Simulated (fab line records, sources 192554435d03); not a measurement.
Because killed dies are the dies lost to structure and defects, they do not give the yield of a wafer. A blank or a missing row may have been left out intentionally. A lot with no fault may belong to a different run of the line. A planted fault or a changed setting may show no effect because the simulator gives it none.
Chamber matching -- flow n5Finfet -- rieDiel-06 running N5_BEOL_M12_ETCH_59: 4 sister chambers
The step etches BARC in N2/H2, target depth 89 nm, overetch 26.7 nm, time 67.9 s. 4 wafers are shown with their chamber, then 11 later ones without.

## WAFERS WITH THEIR CHAMBER
wafer,chamber,showerheadPlenumPTorr (Torr)
L082.5,3,2.40
L086.1,0,2.59
L086.2,2,2.70
L089.2,1,2.51

## WAFERS WITHOUT THEIR CHAMBER
wafer,showerheadPlenumPTorr (Torr)
L089.5,2.51
L089.6,2.70
L092.1,2.70
L092.2,2.59
L092.4,2.51
L093.2,2.70
L093.5,2.59
L093.6,2.70
L097.1,2.69
L097.2,2.51
L097.5,2.51

## WHICH CHAMBER EACH WENT THROUGH
wafer,from the rows above,in truth
L089.5,1,1
L089.6,2,2
L092.1,2,2
L092.2,0,0
L092.4,1,1
L093.2,2,2
L093.5,0,0
L093.6,2,2
L097.1,2,2
L097.2,1,1
L097.5,1,1
Correct placement for 11 of the 11. Number that these rows cannot place: 0. Placed wrongly: 0.
How it was worked out, from the rows above alone: a wafer's distance from a chamber is the root of the sum, over the readings, of the square of ((its reading less the chamber's mean) divided by the reading's scatter). If the next closest chamber is less than 2 further off than the closest, the wafer can't be placed; otherwise it belongs to the closest. A chamber's mean is the mean of its shown wafers. The scatter: root of mean squared gap, hidden wafer to nearest shown wafer, with one shown wafer a chamber.
